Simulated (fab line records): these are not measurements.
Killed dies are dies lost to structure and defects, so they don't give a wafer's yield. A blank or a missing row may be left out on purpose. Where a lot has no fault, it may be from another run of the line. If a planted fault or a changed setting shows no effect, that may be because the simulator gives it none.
Chamber matching ; flow n5Finfet ; cmp-03 running N5_SDB_CMP_30: 4 sister chambers
The step polishes, stops on poly-Si, t overpolish 1.54 s, target thk 30 nm. 16 wafers are shown with their chamber, then 8 later ones without.

EACH WAFER AND ITS CHAMBER
wafer;chamber;motorCurrentA (A);slurryFilterDpKPa (kPa);timeToEndpointS (s)
L077.1;1;11.7;13.55;17.5
L077.3;2;13.0;13.50;15.6
L077.5;1;11.5;13.27;15.7
L078.1;3;10.9;13.56;17.7
L078.5;3;11.7;13.50;17.1
L078.6;0;14.8;13.68;13.3
L082.2;3;11.1;13.39;14.1
L082.3;1;11.4;13.44;18.7
L082.5;3;11.7;13.52;16.8
L085.2;2;12.3;13.42;16.0
L085.3;3;11.9;13.42;13.2
L085.4;1;11.4;13.55;16.6
L086.1;3;11.8;13.64;13.8
L086.3;2;13.0;13.46;16.2
L086.4;0;14.7;13.80;13.7
L087.2;2;12.6;13.46;19.8

SIGNATURES (means of the wafers above)
reading;chamber 0;chamber 1;chamber 2;chamber 3;scatter within a chamber
motorCurrentA;14.750;11.500;12.725;11.517;0.324
slurryFilterDpKPa;13.7400;13.4525;13.4600;13.5050;0.0935
timeToEndpointS;13.500;17.125;16.900;15.450;1.72
Rule: for each reading, subtract the chamber's mean from the wafer's reading, divide by that reading's scatter and square the result; add these up over the readings and take the root, which gives the wafer's distance from the chamber. If the next closest chamber is less than 2 further off than the closest, the wafer can't be placed; otherwise it belongs to the closest. The scatter: the root of (the sum of the squares of (reading less its chamber's mean) over the shown wafers, divided by (wafers less chambers)).

WAFERS WITHOUT THEIR CHAMBER
wafer;motorCurrentA (A);slurryFilterDpKPa (kPa);timeToEndpointS (s)
L087.3;11.4;13.59;15.2
L087.5;11.4;13.47;13.6
L090.1;12.8;13.39;17.6
L090.5;12.9;13.51;18.8
L090.6;11.0;13.42;17.9
L091.1;12.0;13.58;18.7
L091.3;10.7;13.61;16.2
L091.6;13.7;13.29;15.6

WHICH CHAMBER EACH WENT THROUGH
wafer;from the rows above;in truth
L087.3;can't be placed: 3 or 1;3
L087.5;can't be placed: 3 or 1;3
L090.1;2;2
L090.5;2;2
L090.6;can't be placed: 1 or 3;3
L091.1;can't be placed: 1 or 3 or 2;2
L091.3;can't be placed: 3 or 1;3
L091.6;2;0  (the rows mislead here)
2 of 8 placed correctly. Unplaceable from these rows: 5, with the true chamber sitting among the candidates in 5. Placed wrongly: 1.
